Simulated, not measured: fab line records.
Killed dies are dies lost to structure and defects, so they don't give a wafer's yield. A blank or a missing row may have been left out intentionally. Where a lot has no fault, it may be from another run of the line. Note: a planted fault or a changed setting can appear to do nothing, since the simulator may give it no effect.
Which tool is to blame?    flow n5-finfet    Sampling: 9 lots, 27 wafers, 5 of 1938 route steps

## WHAT THE GAUGES READ, wafer by wafer
N5_HKMG_FIN_THK_MEAS_70: measures by xrf. Usual: HK_THK 1.617 nm, standard deviation 0.019.
lot   measured     on             HK_THK (nm)        flag
L269  day 4 11:07  film-metro-01  1.611 1.631 1.626  
L277  day 6 08:50  film-metro-01  1.625 1.650 1.605  
L278  day 6 16:08  film-metro-02  1.617 1.616 1.574  
L279  day 7 00:57  film-metro-02  1.611 1.580 1.631  
L281  day 7 14:35  film-metro-02  1.607 1.562 1.643  
L283  day 7 22:33  film-metro-02  1.615 1.589 1.601  
L288  day 9 07:16  film-metro-02  1.596 1.618 1.608  
L289  day 9 09:29  film-metro-01  1.600 1.618 1.622  
L290  day 9 18:36  film-metro-02  1.641 1.636 1.610  

N5_BEOL_M4_RC_MEAS_101. Usual: DIBL_N 36.2 mV/V, standard deviation 1.7; DIBL_P 36.6 mV/V, standard deviation 1.9; IOFF_N 0.16 nA/um, standard deviation 0.032; IOFF_P 0.21 nA/um, standard deviation 0.037; ION_N 675 uA/um, standard deviation 12; ION_P 460 uA/um, standard deviation 8.1; SS_N 71.4 mV/dec, standard deviation 0.58; SS_P 73.4 mV/dec, standard deviation 0.64; VT_N 249 mV, standard deviation 3.2; VT_P -252 mV, standard deviation 3.4.
lot   measured      on         DIBL_N (mV/V)   DIBL_P (mV/V)   IOFF_N (nA/um)  IOFF_P (nA/um)  ION_N (uA/um)  ION_P (uA/um)  SS_N (mV/dec)   SS_P (mV/dec)   VT_N (mV)    VT_P (mV)       flag
L269  day 8 01:22   prober-02  36.7 36.4 33.9  37.2 37.7 34.4  0.17 0.16 0.13  0.23 0.23 0.18  665 687 668    465 468 465    71.8 72.2 71.1  73.2 73.8 72.9  250 250 252  -248 -247 -250  
L277  day 9 16:11   prober-02  35.6 33.9 34.7  36.2 33.8 35.1  0.16 0.12 0.14  0.19 0.15 0.17  684 671 676    463 455 463    71.6 71.2 71.1  73.1 73.2 73.2  248 253 249  -250 -254 -253  
L278  day 10 10:41  prober-02  38.8 34.4 37.4  41.1 35.3 38.8  0.20 0.12 0.18  0.27 0.17 0.23  688 658 693    473 454 465    71.6 70.9 71.7  74.6 72.6 73.9  245 252 247  -250 -256 -253  
L279  day 11 02:49  prober-01  34.7 34.1 33.1  35.4 35.4 34.1  0.14 0.14 0.11  0.20 0.21 0.18  669 676 649    461 460 456    70.6 70.5 70.7  72.9 72.9 73.4  253 250 256  -251 -247 -251  
L281  day 11 05:08  prober-02  36.2 33.7 36.9  37.0 33.3 37.8  0.16 0.12 0.18  0.20 0.15 0.22  672 665 673    453 450 460    71.1 71.1 71.8  73.1 72.2 73.6  247 252 248  -253 -254 -251  
L283  day 11 09:05  prober-01  35.3 33.8 33.4  37.0 34.9 34.9  0.17 0.14 0.13  0.18 0.15 0.15  685 671 654    454 444 442    71.2 71.3 70.9  73.0 73.1 72.6  249 250 250  -258 -260 -259  
L288  day 12 22:44  prober-02  36.8 36.7 37.9  36.1 35.8 37.3  0.13 0.15 0.15  0.19 0.18 0.20  656 683 671    448 457 461    71.4 71.7 71.1  72.4 72.7 73.7  253 252 250  -255 -256 -252  
L289  day 13 02:18  prober-02  36.0 37.7 37.8  35.2 37.2 37.0  0.16 0.18 0.19  0.22 0.24 0.25  677 697 692    469 471 472    70.8 71.9 71.6  73.1 73.8 73.7  249 247 248  -249 -246 -247  
L290  day 13 07:38  prober-01  38.3 37.1 36.5  39.7 37.1 36.0  0.20 0.18 0.17  0.26 0.22 0.21  692 682 682    470 466 466    71.9 71.8 71.2  74.3 74.0 73.5  247 248 248  -247 -251 -250  

## WHAT TOOL EACH LOT RAN ON (gives the tool, then ch and the chambers of the sampled wafers, and finally the start)
lot   N5_HKMG_FIN_ETCH_31                N5_HKMG_FIN_STRIP_34               N5_HKMG_FIN_STRIP_92
L269  rie-diel-06 ch 1,2,3, day 4 12:23  rie-diel-06 ch 1,2,3, day 4 12:37  rie-diel-06 ch 1,2,3, day 4 12:47
L277  rie-diel-05 ch 0,1,2, day 6 09:43  rie-diel-05 ch 0,1,2, day 6 09:58  rie-diel-05 ch 0,1,2, day 6 10:08
L278  rie-diel-06 ch 2,3, day 6 17:08    rie-diel-06 ch 2,3, day 6 17:23    rie-diel-06 ch 2,3, day 6 17:33
L279  rie-diel-05 ch 0,3, day 7 01:56    rie-diel-05 ch 0,3, day 7 02:11    rie-diel-05 ch 0,3, day 7 02:22
L281  rie-diel-05 ch 1,2,3, day 7 15:27  rie-diel-05 ch 1,2,3, day 7 15:42  rie-diel-05 ch 1,2,3, day 7 15:52
L283  rie-diel-05 ch 1,2, day 7 23:32    rie-diel-05 ch 1,2, day 7 23:47    rie-diel-05 ch 1,2, day 7 23:57
L288  rie-diel-05 ch 0,2, day 9 08:26    rie-diel-05 ch 0,2, day 9 08:40    rie-diel-05 ch 0,2, day 9 08:50
L289  rie-diel-05 ch 1,2, day 9 10:54    rie-diel-05 ch 1,2, day 9 11:08    rie-diel-05 ch 1,2, day 9 11:19
L290  rie-diel-05 ch 0,1,3, day 9 19:36  rie-diel-05 ch 0,1,3, day 9 19:50  rie-diel-05 ch 0,1,3, day 9 20:01
- N5_HKMG_FIN_ETCH_31: etches SiARC in CF4, target depth 45.5 nm, time 75.8 s.
- N5_HKMG_FIN_STRIP_34: strips in CF4.
- N5_HKMG_FIN_STRIP_92: strips SOC in N2/H2, time 20 s.

## WHAT THE TOOLS THEMSELVES READ (means of the sampled wafers that have a number; where no wafer has one, the mark that the record gives instead)
N5_HKMG_FIN_ETCH_31. Usual: chamber-pressure-mTorr 40.00 mTorr (standard deviation 0.036); drypump-motor-current-A 5.5 A (standard deviation 0.48); etch-rf-on-time-s 75.7 s (standard deviation 2.1); oes-product-au 0.67 a.u. (standard deviation 0.069); rf-vpp-V 184.1 V (standard deviation 1.4); showerhead-plenum-p-Torr 2.14 Torr (standard deviation 0.08); throttle-valve-pct 15.66 % (standard deviation 0.21).
lot   tool         chamber-pressure-mTorr (mTorr)  drypump-motor-current-A (A)  etch-rf-on-time-s (s)  oes-product-au (a.u.)  rf-vpp-V (V)  showerhead-plenum-p-Torr (Torr)  throttle-valve-pct (%)  flag
L269  rie-diel-06  39.99                           5.3                          73.6                   0.64                   183.1         2.10                             15.83                   
L277  rie-diel-05  40.03                           5.5                          75.7                   0.74                   184.9         2.21                             15.54                   
L278  rie-diel-06  40.01                           5.1                          75.2                   0.62                   183.5         2.09                             15.81                   
L279  rie-diel-05  39.98                           6.0                          74.7                   0.65                   184.5         2.19                             15.86                   
L281  rie-diel-05  39.96                           5.6                          77.8                   0.69                   184.7         2.13                             15.48                   
L283  rie-diel-05  40.02                           5.3                          77.4                   0.75                   184.9         2.20                             15.35                   
L288  rie-diel-05  40.05                           5.7                          75.8                   0.68                   185.5         2.25                             15.75                   
L289  rie-diel-05  40.04                           5.3                          77.0                   0.74                   184.7         2.19                             15.39                   
L290  rie-diel-05  39.99                           5.8                          77.2                   0.65                   183.8         2.13                             15.74                   

N5_HKMG_FIN_STRIP_34. Usual: bias-power-w 75.03 W, standard deviation 0.21; cf4-flow-sccm 150.1 sccm, standard deviation 0.45; chamber-pressure-mTorr 50.00 mTorr, standard deviation 0.059; drypump-motor-current-A 5.5 A, standard deviation 0.48; oes-product-au 0.78 a.u., standard deviation 0.078; rf-vpp-V 271.0 V, standard deviation 1.7; showerhead-plenum-p-Torr 1.79 Torr, standard deviation 0.068; throttle-valve-pct 13.62 %, standard deviation 0.21.
lot   tool         bias-power-w (W)  cf4-flow-sccm (sccm)  chamber-pressure-mTorr (mTorr)  drypump-motor-current-A (A)  oes-product-au (a.u.)  rf-vpp-V (V)  showerhead-plenum-p-Torr (Torr)  throttle-valve-pct (%)  flag
L269  rie-diel-06  75.03             149.8                 50.02                           5.2                          0.73                   270.9         1.76                             13.79                   
L277  rie-diel-05  74.94             150.3                 50.01                           5.4                          0.86                   272.5         1.85                             13.49                   
L278  rie-diel-06  75.10             150.1                 49.96                           5.2                          0.72                   270.7         1.75                             13.77                   
L279  rie-diel-05  75.37             150.5                 49.99                           6.1                          0.74                   271.4         1.83                             13.82                   
L281  rie-diel-05  75.05             150.1                 50.01                           5.6                          0.82                   270.0         1.79                             13.47                   
L283  rie-diel-05  75.13             150.1                 50.01                           5.3                          0.88                   271.6         1.84                             13.32                   
L288  rie-diel-05  74.90             150.2                 50.01                           5.7                          0.78                   273.0         1.88                             13.71                   
L289  rie-diel-05  75.24             150.3                 50.03                           5.2                          0.86                   272.7         1.84                             13.35                   
L290  rie-diel-05  75.04             150.2                 50.00                           5.8                          0.76                   270.6         1.78                             13.72                   

N5_HKMG_FIN_STRIP_92. Usual: bias-power-w 8.001 W (standard deviation 0.023); chamber-pressure-mTorr 50.00 mTorr (standard deviation 0.04); drypump-motor-current-A 5.5 A (standard deviation 0.48); oes-product-au 0.79 a.u. (standard deviation 0.081); rf-vpp-V 54.2 V (standard deviation 0.87); showerhead-plenum-p-Torr 3.35 Torr (standard deviation 0.13); throttle-valve-pct 19.2 % (standard deviation 0.35).
lot   tool         bias-power-w (W)  chamber-pressure-mTorr (mTorr)  drypump-motor-current-A (A)  oes-product-au (a.u.)  rf-vpp-V (V)  showerhead-plenum-p-Torr (Torr)  throttle-valve-pct (%)  flag
L269  rie-diel-06  8.010             50.00                           5.3                          0.75                   53.9          3.31                             19.5                    
L277  rie-diel-05  -                 -                               -                            -                      -             -                                -                       OFF
L278  rie-diel-06  -                 -                               -                            -                      -             -                                -                       OFF
L279  rie-diel-05  -                 -                               -                            -                      -             -                                -                       OFF
L281  rie-diel-05  7.997             50.00                           5.6                          0.81                   53.5          3.34                             19.0                    
L283  rie-diel-05  8.004             50.00                           5.2                          0.88                   53.8          3.47                             19.0                    
L288  rie-diel-05  7.973             50.02                           5.7                          0.79                   54.4          3.52                             19.1                    
L289  rie-diel-05  8.018             50.00                           5.3                          0.85                   54.4          3.47                             19.0                    
L290  rie-diel-05  8.014             50.00                           5.8                          0.76                   55.1          3.31                             19.2                    

## THE ANSWER, worked out from the rows above alone
Rule: take the mean of a lot's wafers that have a number; if it is more than 3 standard deviations from the usual mean, the lot is off. Also off: a lot with no number at a reading for which 4 or more lots have one. The other lots that the step has rows for count as sound. First the gauges in route order, then the tools' own readings, where a lot's mean is used as printed above. At the first step where some lot is off, the reading lying furthest off is the one used; lots without a number count as furthest.
Off, at N5_HKMG_FIN_STRIP_92 on bias-power-w: L277, L278, L279. Without a number there: L277, L278, L279.
If a tool, at that step or one of the process steps before it, ran each lot that is off and ran no sound lot following the first of them, it fits. No candidate that was tried fits.

## WHAT WAS PUT IN BY THE SIMULATOR
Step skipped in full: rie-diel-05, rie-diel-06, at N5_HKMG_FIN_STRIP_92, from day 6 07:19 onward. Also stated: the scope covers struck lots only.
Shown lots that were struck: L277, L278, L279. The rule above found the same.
